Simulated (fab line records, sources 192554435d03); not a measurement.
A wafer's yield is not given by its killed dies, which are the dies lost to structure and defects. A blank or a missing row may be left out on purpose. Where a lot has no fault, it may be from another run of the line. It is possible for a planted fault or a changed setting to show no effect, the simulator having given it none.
3 desks looking at one fault :: flow n5Finfet :: each desk holds nothing but its own numbers, with what lay behind them at the end

DESK OF THE TOOL OWNER: lithoTrack-03
The tool's own readings at N5_BEOL_M9_COAT_59 (time 60 s, resist thk 100 nm): means of the sampled wafers that have a number, for each lot that ran on this tool. A lot is out of limits, marked OUT, if its mean lies more than 4 standard deviations from the usual mean; the brackets give that distance.
Columns: A = heaterPowerTotalW at N5_BEOL_M9_COAT_59, usual 500.6 W; B = plateTempC at N5_BEOL_M9_COAT_59, usual 249.99 C; C = spinSpeedRpm at N5_BEOL_M9_COAT_59, usual 1500.0 rpm
lot: L709
first seen here: day 11 07:59
A: 421.5 (-47) OUT
B: 217.47 (-99 or more) OUT
C: 1498.9

lot: L714
first seen here: day 12 22:56
A: 422.5 (-46) OUT
B: 217.49 (-99 or more) OUT
C: 1497.7

lot: L726
first seen here: day 15 11:05
A: 500.8
B: 249.83
C: 1501.3
This desk's finding: out of limits on L709, L714; first on L709, day 11 07:59 (heaterPowerTotalW at N5_BEOL_M9_COAT_59). L726: within limits.

METROLOGY DESK
Lot by lot, what the gauges showed, no matter which tool ran the lot: averages of those sampled wafers that carry a number. A lot is out of limits, marked OUT, if its mean lies more than 4 standard deviations from the usual mean; the brackets give that distance.
Columns: A = M8_THK at N5_BEOL_M8_THK_MEAS_53, usual 80.0 nm; B = M8_RS at N5_BEOL_M8_RS_MEAS_57, usual 0.287 ohm/sq; C = M9_ILD_THK at N5_BEOL_M9_THK_MEAS_01, usual 267 nm
lot: L709
first seen here: day 11 05:19
A: 78.3
B: 0.289
C: 265

lot: L714
first seen here: day 12 20:08
A: 78.6
B: 0.291
C: 272

lot: L717
first seen here: day 13 09:31
A: 80.6
B: 0.288
C: 266

lot: L719
first seen here: day 13 20:29
A: 80.0
B: 0.290
C: 270

lot: L722
first seen here: day 14 16:14
A: 81.6
B: 0.278
C: 264

lot: L726
first seen here: day 15 08:32
A: 79.9
B: 0.286
C: 266
This desk found nothing out of limits on any of the 6 lots.

THE DEFECT DESK
Lot by lot, what the route's inspections counted, given as the mean of those sampled wafers with a number. A lot is out of limits, marked OUT, if its mean lies more than 4 standard deviations from the usual mean; the brackets give that distance.
Columns: A = rawDefectCount at N5_BEOL_M8_INSPECT_58, usual 72
lot: L709
first seen here: day 11 05:28
A: 65

lot: L714
first seen here: day 12 20:18
A: 67

lot: L717
first seen here: day 13 09:40
A: 57

lot: L719
first seen here: day 13 20:38
A: 91

lot: L722
first seen here: day 14 16:23
A: 54

lot: L726
first seen here: day 15 08:42
A: 70
This desk found nothing out of limits on any of the 6 lots.

ALL TOGETHER
An alarm could have come from the tool owner's desk at day 11 07:59, on L709, L714.
At the metrology desk, nothing out of limits was observed.
The defect desk saw nothing out of limits.
The metrology desk has L709, L714 on record, within its limits.
The defect desk has L709, L714 on record, within its limits.
N5_BEOL_M9_COAT_59 was run on lithoTrack-03 by each of the lots named.

WHAT HAD BEEN PUT IN BY THE SIMULATOR
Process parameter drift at N5_BEOL_M9_COAT_59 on lithoTrack-03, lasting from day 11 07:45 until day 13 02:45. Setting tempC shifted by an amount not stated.
Lots struck among those shown: L709, L714.
Time in hours from fault onset to the first out-of-limits reading at each desk: the tool owner's desk, 0.
